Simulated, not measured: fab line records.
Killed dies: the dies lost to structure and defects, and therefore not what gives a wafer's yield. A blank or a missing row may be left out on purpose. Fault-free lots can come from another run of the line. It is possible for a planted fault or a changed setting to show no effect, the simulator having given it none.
Matching of chambers :: flow n5Finfet :: N5_HKMG_FIN_ALD_91 on aldMetal-03: 4 sister chambers
The step deposits TiN, target thk 1 nm, pulse time 1 s, purge time 3 s. 4 wafers are shown with their chamber, then 10 later ones without.

== WAFERS WITH THEIR CHAMBER ==
wafer: L086.1
chamber: 1
heaterPowerW (W): 865

wafer: L087.3
chamber: 3
heaterPowerW (W): 856

wafer: L088.2
chamber: 0
heaterPowerW (W): 736

wafer: L088.3
chamber: 2
heaterPowerW (W): 959

== WAFERS MISSING THEIR CHAMBER ==
wafer: L088.5
heaterPowerW (W): 969

wafer: L093.1
heaterPowerW (W): 719

wafer: L093.2
heaterPowerW (W): 849

wafer: L093.3
heaterPowerW (W): 968

wafer: L093.4
heaterPowerW (W): 873

wafer: L093.5
heaterPowerW (W): 1004

wafer: L093.6
heaterPowerW (W): 862

wafer: L095.1
heaterPowerW (W): 869

wafer: L095.2
heaterPowerW (W): 824

wafer: L095.4
heaterPowerW (W): 994

== WHICH CHAMBER EACH WENT THROUGH ==
wafer: L088.5
from the rows above: 2
in truth: 2

wafer: L093.1
from the rows above: 0
in truth: 0

wafer: L093.2
from the rows above: can't be placed: 3 or 1
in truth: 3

wafer: L093.3
from the rows above: 2
in truth: 2

wafer: L093.4
from the rows above: can't be placed: 1 or 3
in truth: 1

wafer: L093.5
from the rows above: 2
in truth: 2

wafer: L093.6
from the rows above: can't be placed: 1 or 3
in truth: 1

wafer: L095.1
from the rows above: can't be placed: 1 or 3
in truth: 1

wafer: L095.2
from the rows above: can't be placed: 3 or 1
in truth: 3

wafer: L095.4
from the rows above: 2
in truth: 2
5 of 10 placed correctly. From these rows, 5 cannot be placed; in 5 the true chamber is one of the candidates. Placed wrongly: 0.
How it was worked out, from the rows above alone: a wafer's distance from a chamber is the root of the sum, over the readings, of the square of ((its reading less the chamber's mean) divided by the reading's scatter). The wafer belongs to the nearest chamber; if the next one is less than 2 further off, it can't be placed. A chamber's mean is the mean of its shown wafers. The scatter (one wafer shown for each chamber): square how far every hidden wafer sits from the nearest shown wafer, average those squares and take the square root.
